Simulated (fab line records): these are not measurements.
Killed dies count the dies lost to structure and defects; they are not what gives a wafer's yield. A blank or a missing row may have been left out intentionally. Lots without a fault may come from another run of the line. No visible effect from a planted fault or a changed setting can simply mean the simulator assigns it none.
8D (eight disciplines) problem report, filled in by code :: flow n5_finfet :: the parts of the form that need people (team, actions taken, sign-off) are left out
Where a reading is given only as a bound, like >300, the bound stands for it, and a mean or a difference that rests on one is marked > or <: the true number lies beyond.

## 1. THE PROBLEM
At N5_BEOL_M0_SAQP_INSPECT_42, raw_defect_count averages 1480 over 3 wafers from 2 lots, while fault-free wafers read 265, standard deviation 72. That puts it +17 standard deviations away from the usual mean.
The step: inspects for defects (brightfield).
Earliest sighting: wafer L465.1 on defect_inspect-02 at day 8 20:56. The record holds 12 wafers of 4 lots with a number at this step. By rule, "out" or "out of limits" means more than 4 standard deviations away from the usual mean. The rest of the wafers with a number are treated as sound.

## 2. WHAT IT IS, AND WHAT IT ISN'T
question: which readings at this step
is: raw_defect_count
is not: -

question: which lots
is: L465, L466
is not: L454, L475

question: which wafers of those lots
is: L465.1, L465.3, L466.3
is not: L465.5, L466.2, L466.4

question: read on which gauges
is: defect_inspect-02
is not: defect_inspect-01

question: when
is: from day 8 20:56
is not: up to then (4 sound wafers); but 5 sound wafers of L466, L475 came after

## 3. WHAT RULES OUT EACH SUSPECT
Counting: if a tool at a process step up to the reading ran every lot that is out, it stays a suspect. Sound lots after the first of them don't rule it out here, since some wafers of a struck lot are sound.
- the gauge at N5_BEOL_M0_SAQP_INSPECT_42 is ruled out. All the wafers that are out were read on defect_inspect-02, but those of them that N5_PASSIVATION_PROBE_49 has rows for are out there too, on other tools.
- vapor_etch-01 at N5_BEOL_M0_SAQP_RECESS_114 (chemistry HF/NH3, target SiO2, target depth 14.4 nm, afs cycles 3, sublimation time 60 s): kept. Ran every lot that is out, first one L465 (day 8 17:17); last sound lot up to then L454 (day 6 15:23).
- Within vapor_etch-01 at N5_BEOL_M0_SAQP_RECESS_114: the wafers that are out ran in chamber 1; their sound lot-mates ran in chamber 0.
Left after counting: vapor_etch-01 at N5_BEOL_M0_SAQP_RECESS_114.

## 4. THE CAUSE (what the simulator had put in)
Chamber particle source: vapor_etch-01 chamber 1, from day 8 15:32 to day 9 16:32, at N5_BEOL_M0_SAQP_RECESS_114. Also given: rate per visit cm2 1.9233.
Only this tool survived the counting.

## 5. SEQUENCE OF EFFECTS, ordered by route
Each row: a reading whose mean over the struck wafers that have a number lies more than 3 standard deviations from the usual. Only readings whose record carries a usual standard deviation are examined. hours: median over the lots of the time between each lot's start at the first step of this table that gives one and its start at this step. sigmas: the change, counted in usual standard deviations.
hours: 0
step: N5_BEOL_M0_SAQP_INSPECT_42
reading: raw_defect_count
usual: 265
on struck wafers: 1480
change: +1215
sigmas: +17

hours: 2
step: N5_BEOL_M0_CUTY_INSPECT_59
reading: raw_defect_count
usual: 1.9
on struck wafers: >300
change: >+298
sigmas: +99 or more

hours: 178
step: N5_PASSIVATION_PROBE_49
reading: defect_limited_yield
usual: 90.9 %
on struck wafers: 77.6
change: -13.3
sigmas: -8.9

hours: 178
step: N5_PASSIVATION_PROBE_49
reading: killed_at_M0_to_M3
usual: 35
on struck wafers: 185
change: +150
sigmas: +15

hours: 178
step: N5_PASSIVATION_PROBE_49
reading: killed_dies
usual: 108
on struck wafers: 264
change: +156
sigmas: +8.7

hours: 178
step: N5_PASSIVATION_PROBE_49
reading: sort_bin_5_function
usual: 5.4 %
on struck wafers: 13.6
change: +8.2
sigmas: +8.2

hours: 178
step: N5_PASSIVATION_PROBE_49
reading: sort_n_pass
usual: 1072
on struck wafers: 916
change: -156
sigmas: -8.7

hours: 178
step: N5_PASSIVATION_PROBE_49
reading: sort_yield_pct
usual: 90.9 %
on struck wafers: 77.6
change: -13.3
sigmas: -8.9
Process steps it contains:
- N5_PASSIVATION_PROBE_49
Later steps that measure or inspect, where all struck wafers having a row at the step show a number for every such reading and not one has moved that far: N5_BEOL_M4_RC_MEAS_101.

## 6. HOW IT WOULD HAVE BEEN CAUGHT EARLIER
The first out-of-limits reading at a measuring or inspecting step in this record came at day 8 20:56, 5 hours after the fault's start at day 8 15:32.
No tool reading at N5_BEOL_M0_SAQP_RECESS_114 that has a usual standard deviation in the record was out on any struck wafer, so an alarm limit of 4 standard deviations on those readings would not have fired.
All the lots that are out (2) had begun N5_BEOL_M0_SAQP_RECESS_114 on vapor_etch-01 by day 8 20:56. Tool hold at that time: it would have spared none of them.
